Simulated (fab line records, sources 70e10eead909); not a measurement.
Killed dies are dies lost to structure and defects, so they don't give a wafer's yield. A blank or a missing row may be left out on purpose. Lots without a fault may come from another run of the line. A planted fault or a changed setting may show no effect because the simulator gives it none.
Chamber matching | flow nand_harc | NHARC_A_CHANNEL_FILL_D2_ALD_16 on ald_hk-04: 4 sister chambers
The step deposits SiO2, target thk 1.5 nm, pulse time 10 s, ald cycles 15. 14 wafers are shown with their chamber, then 7 later ones without.

WAFERS WITH THEIR CHAMBER
wafer  | chamber | heater_power_w (W) | heater_power_outer_w (W) | precursor_pulse_height_rel
L464.1 | 0       | 456                | 255                      | 0.997
L464.5 | 1       | 425                | 255                      | 1.021
L464.6 | 0       | 442                | 251                      | 1.011
L463.1 | 1       | 430                | 257                      | 1.020
L463.4 | 3       | 490                | 267                      | 0.976
L463.6 | 2       | 537                | 297                      | 0.998
L465.1 | 1       | 423                | 258                      | 1.022
L465.5 | 3       | 483                | 273                      | 1.014
L465.6 | 0       | 446                | 249                      | 1.019
L466.2 | 1       | 431                | 256                      | 0.965
L466.5 | 1       | 441                | 261                      | 1.009
L466.6 | 0       | 447                | 262                      | 0.973
L478.1 | 3       | 481                | 267                      | 0.954
L478.2 | 2       | 535                | 309                      | 0.999

SIGNATURES (means of the wafers above)
reading                    | chamber 0 | chamber 1 | chamber 2 | chamber 3 | scatter within a chamber
heater_power_w             | 447.75    | 430.00    | 536.00    | 484.67    | 5.89
heater_power_outer_w       | 254.25    | 257.40    | 303.00    | 269.00    | 4.65
precursor_pulse_height_rel | 1.00000   | 1.00740   | 0.99850   | 0.98133   | 0.0233
Rule: a wafer's distance from a chamber is the root of the sum, over the readings, of the square of ((its reading less the chamber's mean) divided by the reading's scatter). The wafer belongs to the nearest chamber; if the next one is less than 2 further off, it can't be placed. The scatter: the root of (the sum of the squares of (reading less its chamber's mean) over the shown wafers, divided by (wafers less chambers)).

WAFERS WITHOUT THEIR CHAMBER
wafer  | heater_power_w (W) | heater_power_outer_w (W) | precursor_pulse_height_rel
L478.5 | 457                | 256                      | 0.995
L482.1 | 405                | 239                      | 0.996
L482.4 | 553                | 307                      | 0.990
L482.5 | 386                | 243                      | 0.994
L483.1 | 459                | 258                      | 1.002
L483.4 | 396                | 246                      | 0.966
L483.5 | 452                | 258                      | 0.988

WHICH CHAMBER EACH WENT THROUGH
wafer  | from the rows above | in truth
L478.5 | 0                   | 0
L482.1 | 1                   | 1
L482.4 | 2                   | 2
L482.5 | 1                   | 1
L483.1 | 0                   | 0
L483.4 | 1                   | 1
L483.5 | 0                   | 0
Placed correctly: 7 of 7. Can't be placed from these rows: 0. Placed wrongly: 0.
